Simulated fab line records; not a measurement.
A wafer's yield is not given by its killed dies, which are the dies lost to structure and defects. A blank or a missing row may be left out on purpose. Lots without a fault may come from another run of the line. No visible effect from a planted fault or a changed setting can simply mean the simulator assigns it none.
fab line records	flow nandHarc
record lots=5	wafers=15	lastDay=33
route steps=1302 shown P_ZERO_WELL@68 P_STI@69 END@1302
lots that met no fault: taken from a fault-free run of the same line
startH: hours from the record's opening day to when the first of the lot's shown wafers began	waitH: hours since the lot's step before	" as in the row above	L1.1+2: several wafers, shown together as one row	- no value, or no start was given	* or withheld: withheld	< > ~ a bound
route shown NAME@n: NAME is a module with steps in the file, n the number in the route of the first one	usual: mean/standard deviation of fault-free wafers	same: alike in all rows	chamber/n: place in a boat	sites: per-site readings	_std_site: standard deviation of those values	_edge_site: inner sites' mean taken away from outer sites' mean	radiusMm: for every site, how far away it sits from the centre of the wafer	mask NAME#n: copy n	behind: the most recent tool/chamber to have shaped the wafer	hold: reason for holding the lot/hours on hold/outcome of the hold	device: whichever transistor did not switch (one of n, p or np)	end of line: the tests these same wafers got at the end of their route	step lacking rows: just its recipe	killed: count of dies lost to structure and defects at first sort (not the wafer's yield)	map: per-die view of a wafer (x killed, . not killed, _ where there is no die)
set.NAME: setting as actually run; set.NAME@STEP: the setting as run at that earlier step	model.NAME: the simulator's own value behind a step, which no gauge read
certain route steps with their lots: each step a table, each wafer a row
services: from which hour (startH, from the record's first day; less than 0 if before it) a tool's chamber was out of use, for how many hours, and why
## steps
# step NHARC_P_ZERO_WELL_INSPECT_43
# usual rawDefectCount=14/5.9
lot.wafer	tool	chamber	startH	waitH	rawDefectCount
L342.1	defectInspect-01	-	47.33	0.6	18
L342.2	"	-	"	"	20
L342.6	"	-	"	"	27
L343.1	defectInspect-01	-	57.49	0.6	15
L343.4	"	-	"	"	8
L343.6	"	-	"	"	7
L352.1	defectInspect-01	-	147.54	0.6	15
L352.2	"	-	"	"	22
L352.5	"	-	"	"	22
L362.1	defectInspect-01	-	247.65	0.6	5
L362.2	"	-	"	"	8
L362.4	"	-	"	"	10
L363.1	defectInspect-02	-	257.61	0.6	21
L363.2	"	-	"	"	20
L363.5	"	-	"	"	9
# step NHARC_P_STI_ETCH_26
# recipe targetDepthA=110	chemistry=dHF	material=SiO2
# step NHARC_P_STI_PRECLEAN_27
# recipe timeS=*	tempC=50	bathAgeMin=0	chemistry=SC1
# step NHARC_P_STI_SRD_28
# step NHARC_P_STI_OXIDE_29
# recipe targetThkA=100	tempC=900	oxTimeS=1362	material=SiO2
# step NHARC_P_STI_HM_DEP_30
# recipe targetThkA=800	tempC=790	pressureMtorr=300	timeS=873	material=Si3N4
# step NHARC_P_STI_DEHYDRATE_01
# recipe tempC=150	timeS=120
# step NHARC_P_STI_HMDS_02
# recipe timeS=30
# step NHARC_P_STI_COAT_41
# recipe tempC=200	timeS=65
# step NHARC_P_STI_COAT_03
# recipe spinRpm=2000	resistThkNm=600
# step NHARC_P_STI_SOFTBAKE_04
# recipe tempC=125	timeS=70
# step NHARC_P_STI_EBR_05
# step NHARC_P_STI_EXPOSE_06
# recipe na=0.55	targetCdNm=200	doseMj=37.69	maskId=P_STI
lot.wafer	tool	chamber	startH	waitH	mask
L342.1+2+6	krfScanner-03	0	62.25	-	P_STI#0
L343.1+4+6	krfScanner-01	0	74.69	-	P_STI#0
L352.1+2+5	krfScanner-03	0	163.99	-	P_STI_R1#0
L362.1+2+4	krfScanner-03	0	262.25	-	P_STI#0
L363.1+2+5	krfScanner-01	0	272.65	-	P_STI#0
# step NHARC_P_STI_PEB_07
# recipe pebTempC=128	pebTimeS=80
# step NHARC_P_STI_DEVELOP_08
# recipe timeS=50	devTempC=22
# step NHARC_P_STI_CD_MEAS_09
# recipe targetCdNm=200	landingEnergyEv=500
# usual cdNm=200.7/2.1
lot.wafer	tool	chamber	startH	waitH	hold	cdNm
L342.1	cdSem-02	0	62.40	-	-	199.4
L342.2	"	0	"	"	-	199.9
L342.6	"	0	"	"	-	201.0
L343.1	cdSem-01	0	74.84	-	-	200.7
L343.4	"	0	"	"	-	199.1
L343.6	"	0	"	"	-	202.4
L352.1	cdSem-03	0	164.14	-	awaitDispo/0.2h/release	183.7
L352.2	"	0	"	"	awaitDispo/0.2h/release	184.7
L352.5	"	0	"	"	awaitDispo/0.2h/release	185.4
L352.1	cdSem-03	0	-	-	-	183.5
L352.2	"	0	"	"	-	184.6
L352.5	"	0	"	"	-	184.9
L362.1	cdSem-02	0	262.40	-	-	197.7
L362.2	"	0	"	"	-	198.2
L362.4	"	0	"	"	-	203.0
L363.1	cdSem-02	0	272.80	-	-	202.5
L363.2	"	0	"	"	-	201.1
L363.5	"	0	"	"	-	201.9
# step NHARC_P_STI_OVL_MEAS_10
# usual overlayXNm=1/6.5	overlayYNm=1/5.7
lot.wafer	tool	chamber	startH	waitH	hold	overlayXNm	overlayYNm
L342.1	overlay-01	-	62.49	-	-	1	2
L342.2	"	-	"	"	-	1	1
L342.6	"	-	"	"	-	1	2
L343.1	overlay-02	-	74.93	-	-	-2	3
L343.4	"	-	"	"	-	-1	3
L343.6	"	-	"	"	-	-1	3
L352.1	overlay-01	-	166.74	-	awaitDispo/2.3h/release	-8	-5
L352.2	"	-	"	"	awaitDispo/2.3h/release	-7	-5
L352.5	"	-	"	"	awaitDispo/2.3h/release	-8	-5
L362.1	overlay-01	-	262.49	-	-	-3	5
L362.2	"	-	"	"	-	-3	5
L362.4	"	-	"	"	-	-3	5
L363.1	overlay-01	-	272.89	-	-	10	-6
L363.2	"	-	"	"	-	10	-6
L363.5	"	-	"	"	-	10	-7
# step NHARC_P_STI_INSPECT_11
# usual rawDefectCount=6/3.1
lot.wafer	tool	chamber	startH	waitH	rawDefectCount
L342.1	defectInspect-01	-	62.52	0.0	8
L342.2	"	-	"	"	4
L342.6	"	-	"	"	4
L343.1	defectInspect-02	-	74.97	0.0	6
L343.4	"	-	"	"	3
L343.6	"	-	"	"	8
L352.1	defectInspect-02	-	166.78	0.0	3
L352.2	"	-	"	"	1
L352.5	"	-	"	"	5
L362.1	defectInspect-01	-	262.53	0.0	10
L362.2	"	-	"	"	10
L362.4	"	-	"	"	10
L363.1	defectInspect-02	-	272.92	0.0	3
L363.2	"	-	"	"	3
L363.5	"	-	"	"	4
# step NHARC_P_STI_HARDBAKE_13
# recipe tempC=118	timeS=65
# step NHARC_P_STI_DESCUM_14
# recipe timeS=3	o2FlowSccm=200	arFlowSccm=0	biasPowerW=0	chemistry=O2
# usual drypumpMotorCurrentA=5.57/0.27	mfcArSccm=0.008/0.0092	oesProductAu=1.006/0.009	rfVppV=57.7/0.75	showerheadPlenumPTorr=1.92/0.078	throttleValvePct=11.311/0.0093
lot.wafer	tool	chamber	startH	waitH	drypumpMotorCurrentA	mfcArSccm	oesProductAu	rfHoursCounterH	rfVppV	showerheadPlenumPTorr	throttleValvePct	model.P_STI.cdNm
L342.1	rieDiel-10	2	62.66	-	5.49	0.027	1.015	9	58.6	1.88	11.322	199.2
L342.2	"	3	"	"	5.65	0.005	1.015	7	59.0	1.92	11.313	200
L342.6	"	2	"	"	5.51	0.027	1.009	-	57.7	1.88	11.310	201.1
L343.4	rieDiel-05	2	75.10	-	5.88	0.001	0.999	1	57.6	1.81	11.317	199.9
L343.1	"	3	"	"	5.43	0.009	1.025	1	57.7	1.87	11.302	200.3
L343.6	"	3	"	"	5.44	0.009	1.029	-	57.7	1.87	11.305	202.2
L352.2	rieDiel-10	1	168.10	-	5.61	0	1.013	4	58.1	2.06	11.318	185.3
L352.1	"	2	"	"	5.49	0.027	1.004	4	57.7	1.88	11.298	183.3
L352.5	"	3	"	"	5.63	0.005	1.013	-	56.3	1.92	11.317	185.2
L362.2	rieDiel-10	2	262.84	-	5.54	0.027	1.008	1	56.9	1.88	11.298	197.9
L362.1	"	3	"	"	5.67	0.005	0.986	1	56.8	1.91	11.306	196.5
L362.4	"	1	"	"	5.61	0	1.017	1	57.2	2.06	11.318	203.1
L363.1	rieDiel-10	2	273.06	-	5.51	0.027	1.003	1	57.2	1.88	11.324	202.3
L363.2	"	3	"	"	5.66	0.005	1.010	1	57.3	1.91	11.311	200.6
L363.5	"	1	"	"	5.61	0	1.024	-	58.1	2.06	11.323	202.4
# step NHARC_P_STI_ETCH_42
# recipe targetDepthA=800	overetchA=240	timeS=61	ionEnergyEv=200	n2FlowSccm=150	h2FlowSccm=150	arFlowSccm=0	rfW=400	biasW=150	chemistry=N2/H2
# usual drypumpMotorCurrentA=5.56/0.28	mfcArSccm=0.008/0.0089	oesProductAu=1.009/0.0094	rfVppV=430.7/2.6	showerheadPlenumPTorr=2.04/0.087	throttleValvePct=14.172/0.0089
lot.wafer	tool	chamber	startH	waitH	drypumpMotorCurrentA	mfcArSccm	oesProductAu	rfHoursCounterH	rfVppV	showerheadPlenumPTorr	throttleValvePct
L342.1	rieDiel-10	2	62.76	0.1	5.52	0.027	1.010	9	427.6	2.01	14.177
L342.2	"	3	"	"	5.66	0.005	1.008	7	431.1	2.04	14.164
L342.6	"	0	"	"	5.07	0.013	0.989	-	428.2	1.96	14.181
L343.1	rieDiel-05	0	75.19	0.1	5.49	0.009	0.994	1	428.4	2.00	14.170
L343.4	"	3	"	"	5.46	0.009	1.022	1	427.9	1.99	14.151
L343.6	"	1	"	"	5.96	0	0.993	-	428.2	1.99	14.177
L352.1	rieDiel-10	2	168.18	0.1	5.51	0.027	0.991	4	430.2	2.01	14.187
L352.2	"	3	"	"	5.65	0.005	1.006	4	429.9	2.04	14.177
L352.5	"	1	"	"	5.63	0	1.016	-	436.4	2.20	14.178
L362.4	rieDiel-10	1	262.93	0.1	5.62	0	1.016	1	435.7	2.20	14.169
L362.2	"	2	"	"	5.50	0.027	0.996	1	429.2	2.00	14.170
L362.1	"	3	"	"	5.64	0.005	1.006	1	429.7	2.04	14.158
L363.2	rieDiel-10	3	273.14	0.1	5.67	0.005	0.986	1	431.5	2.04	14.177
L363.1	"	2	"	"	5.50	0.027	1.002	1	430.0	2.00	14.178
L363.5	"	0	"	"	5.04	0.013	1.003	-	428.6	1.95	14.173
# step NHARC_P_STI_ETCH_31
# recipe targetDepthA=1089	timeS=54.5	cf4FlowSccm=100	chf3FlowSccm=30	arFlowSccm=0	rfW=500	biasW=200	chemistry=CF4/CHF3
# usual drypumpMotorCurrentA=5.57/0.27	mfcArSccm=0.008/0.0095	oesProductAu=0.966/0.019	rfVppV=370.9/2.1	showerheadPlenumPTorr=1.58/0.063	throttleValvePct=16.802/0.0092
lot.wafer	tool	chamber	startH	waitH	drypumpMotorCurrentA	mfcArSccm	oesProductAu	rfHoursCounterH	rfVppV	showerheadPlenumPTorr	throttleValvePct
L342.1	rieDiel-10	1	-	-	5.61	0	0.968	9	374.3	1.69	16.794
L342.2	"	3	"	"	5.65	0.005	0.964	7	371.1	1.58	16.804
L342.6	"	2	"	"	5.48	0.027	0.961	-	370.8	1.55	16.807
L343.4	rieDiel-05	3	-	-	5.43	0.009	0.989	1	368.5	1.54	16.801
L343.1	"	1	"	"	5.96	0	0.979	1	370.6	1.54	16.803
L343.6	"	0	"	"	5.49	0.009	0.979	-	370.1	1.55	16.809
L352.1	rieDiel-10	0	-	-	5.05	0.013	0.969	4	369.3	1.51	16.810
L352.2	"	3	"	"	5.64	0.005	0.979	4	369.9	1.58	16.782
L352.5	"	1	"	"	5.58	0	0.988	-	374.3	1.69	16.809
L362.2	rieDiel-10	1	-	-	5.63	0	0.953	1	373.6	1.69	16.807
L362.1	"	3	"	"	5.64	0.005	0.949	1	371.8	1.57	16.817
L362.4	"	0	"	"	5.08	0.013	0.945	1	369.9	1.51	16.799
L363.1	rieDiel-10	2	-	-	5.50	0.027	0.972	1	371.2	1.55	16.810
L363.2	"	0	"	"	5.06	0.013	0.983	1	368.6	1.51	16.809
L363.5	"	1	"	"	5.62	0	0.986	-	374.2	1.69	16.798
# step NHARC_P_STI_ETCH_15
# recipe targetDepthA=3000	taperDeg=4	timeS=100.1	hbrFlowSccm=150	cl2FlowSccm=50	rfW=400	icpW=400	biasW=100	chemistry=HBr/Cl2
# usual drypumpMotorCurrentA=5.7/0.44	heBacksideLeakSccm=2.7/0.4	oesProductAu=0.998/0.011	throttleValvePct=26.405/0.0087
lot.wafer	tool	chamber	startH	waitH	drypumpMotorCurrentA	heBacksideLeakSccm	oesProductAu	rfHoursCounterH	throttleValvePct	model.P_STI.cdNm
L342.2	rieSi-03	1	62.94	-	5.4	2.5	0.999	0.0	26.401	200.3
L342.1	"	2	"	"	5.4	2.6	1.012	0.0	26.406	198.9
L342.6	"	2	"	"	5.4	2.6	1.008	-	26.406	200.2
L343.1	rieSi-05	1	75.41	-	5.5	3.1	1.013	0.8	26.386	200.5
L343.4	"	3	"	"	6.2	2.6	0.994	0.8	26.413	200.2
L343.6	"	1	"	"	5.5	3.1	1.016	-	26.414	201.9
L352.2	rieSi-03	0	168.38	-	5.8	2.4	1.000	0.6	26.395	185.4
L352.1	"	1	"	"	5.4	2.6	0.999	0.8	26.398	183.1
L352.5	"	0	"	"	5.8	2.5	1.021	-	26.409	185.6
L362.4	rieSi-06	2	263.12	-	5.5	2.4	0.985	0.0	26.408	201.8
L362.2	"	3	"	"	5.5	2.8	1.005	0.0	26.408	198.3
L362.1	"	1	"	"	6.3	2.7	0.995	0.0	26.404	197.5
L363.1	rieSi-06	1	273.33	-	6.4	2.6	0.992	0.1	26.413	203.2
L363.2	"	0	"	"	5.9	2.4	1.009	0.1	26.410	201.3
L363.5	"	2	"	"	5.5	2.5	0.988	-	26.404	203.1
# step NHARC_P_STI_CD_MEAS_16
# usual cdNm=200.4/2.2
lot.wafer	tool	chamber	startH	waitH	hold	cdNm
L342.1	cdSem-01	-	63.11	-	-	198.8
L342.2	"	-	"	"	-	200.4
L342.6	"	-	"	"	-	200.2
L343.1	cdSem-03	-	75.55	-	-	200.4
L343.4	"	-	"	"	-	199.9
L343.6	"	-	"	"	-	201.7
L352.1	cdSem-03	-	168.52	-	awaitDispo/0.2h/release	182.9
L352.2	"	-	"	"	awaitDispo/0.2h/release	185.3
L352.5	"	-	"	"	awaitDispo/0.2h/release	185.8
L352.1	cdSem-03	-	168.70	0.2	-	183.4
L352.2	"	-	"	"	-	185.7
L352.5	"	-	"	"	-	185.5
L362.1	cdSem-02	-	263.28	-	-	197.9
L362.2	"	-	"	"	-	198.5
L362.4	"	-	"	"	-	201.8
L363.1	cdSem-02	-	273.49	-	-	203.3
L363.2	"	-	"	"	-	201.8
L363.5	"	-	"	"	-	203.4
# step NHARC_P_STI_OCD_MEAS_17
# usual trenchDepthNm=299/5.2	trenchFootCdNm=158.8/2.2
lot.wafer	tool	chamber	startH	waitH	hold	trenchDepthNm	trenchFootCdNm
L342.1	ocd-02	-	63.19	0.1	-	302	157.2
L342.2	"	-	"	"	-	301	156.8
L342.6	"	-	"	"	-	302	159.3
L343.1	ocd-02	-	75.64	0.1	-	308	157.7
L343.4	"	-	"	"	-	300	157.1
L343.6	"	-	"	"	-	306	159.2
L352.1	ocd-01	-	170.90	2.2	awaitDispo/0.2h/release	301	141.9
L352.2	"	-	"	"	awaitDispo/0.2h/release	303	142.3
L352.5	"	-	"	"	awaitDispo/0.2h/release	304	142.4
L352.1	ocd-01	-	171.08	0.2	-	301	141.0
L352.2	"	-	"	"	-	302	142.5
L352.5	"	-	"	"	-	305	142.7
L362.1	ocd-01	-	263.36	0.1	-	297	156.4
L362.2	"	-	"	"	-	304	155.8
L362.4	"	-	"	"	-	295	161.1
L363.1	ocd-02	-	273.58	0.1	-	296	161.2
L363.2	"	-	"	"	-	305	157.7
L363.5	"	-	"	"	-	294	160.8
# step NHARC_END_SORT_01
# recipe tempC=25
# usual killedAtArray=57/19	killedAtOther=0.9/1.1	killedAtPeriphery=4.0/2.6	killedDies=62/19	killedOpen=3.3/1.8	killedShort=2.4/1.7
# same grossDies=677
lot.wafer	tool	chamber	startH	waitH	killedAtArray	killedAtOther	killedAtPeriphery	killedDies	killedOpen	killedShort
L352.1	prober-02	0	686.84	2.4	47	0	6	53	1	0
# killed by level:class
L352.1 A_CHANNEL_HOLE_D1:chamberFilmFlake=33 A_SLIT:chamberFilmFlake=4 P_GATE:chamberFilmFlake=3 A_WL_FILL:chamberFilmFlake=3 P_CONTACT:chamberFilmFlake=2 A_DECK1_JOINT:chamberFilmFlake=2 A_CONTACT:chamberFilmFlake=2 A_M0:chamberFilmFlake=2
## services
tool	chamber	startH	hours	kind
krfScanner-03	-	42.15	0.4	repair
rieSi-03	-	44.00	9.0	pm
krfScanner-03	-	52.00	4.0	pm
rieDiel-05	-	52.60	9.0	pm
rieDiel-10	-	65.56	9.0	pm
rieSi-06	-	72.00	9.0	pm
rieDiel-05	3	83.33	3.7	repair
rieSi-05	1	95.01	12.7	repair
rieDiel-10	1	95.70	4.4	repair
rieDiel-05	1	105.59	5.0	repair
krfScanner-03	-	139.71	1.3	repair
krfScanner-01	-	140.02	4.0	pm
krfScanner-03	-	152.99	0.5	repair
rieDiel-05	3	181.03	4.7	repair
krfScanner-01	-	197.72	0.4	repair
krfScanner-01	-	198.60	3.0	repair
rieSi-06	0	200.33	2.7	repair
rieSi-03	-	221.00	9.0	pm
krfScanner-03	-	224.01	4.0	pm
rieDiel-10	0	227.15	1.7	repair
rieDiel-05	-	229.60	9.0	pm
rieDiel-10	2	232.25	6.5	repair
rieDiel-10	-	242.56	9.0	pm
rieSi-06	-	249.00	9.0	pm
## key
firstSign step=NHARC_P_STI_EXPOSE_06	reading=mask	direction=changed
effect step=NHARC_P_STI_CD_MEAS_09	reading=visit	direction=added
effect step=NHARC_P_STI_CD_MEAS_09	reading=cdNm	direction=down	sigmas=7.7	usual=200.7	struck=184.6
effect step=NHARC_P_STI_CD_MEAS_16	reading=visit	direction=added
effect step=NHARC_P_STI_CD_MEAS_16	reading=cdNm	direction=down	sigmas=7.2	usual=200.4	struck=184.7
effect step=NHARC_P_STI_OCD_MEAS_17	reading=visit	direction=added
effect step=NHARC_P_STI_OCD_MEAS_17	reading=trenchFootCdNm	direction=down	sigmas=7.5	usual=158.8	struck=142.2
modelEffect step=NHARC_P_STI_DESCUM_14	value=P_STI.cdNm	without=201.2	struck=184.6
modelEffect step=NHARC_P_STI_ETCH_15	value=P_STI.cdNm	without=201.2	struck=184.7
metAt NHARC_P_STI_EXPOSE_06
struckWafers L352.1,L352.2,L352.5
testerLeftOut L352
onsetBetween 62.25 163.99
fault kind=wrongMask	tool=any	chamber=-	onsetH=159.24	steps=NHARC_P_STI_EXPOSE_06	auxCopy=P_STI_R1#0	cdOffsetNm=-16.597	scope=struckLotsOnly
# testerLeftOut: of these lots the tester's yield and bins aren't shown, on N5 and GAA mostly nor the transistor test; their killed dies are dies lost to structure and defects alone, not to doping, threshold or leakage, so they don't give the yield
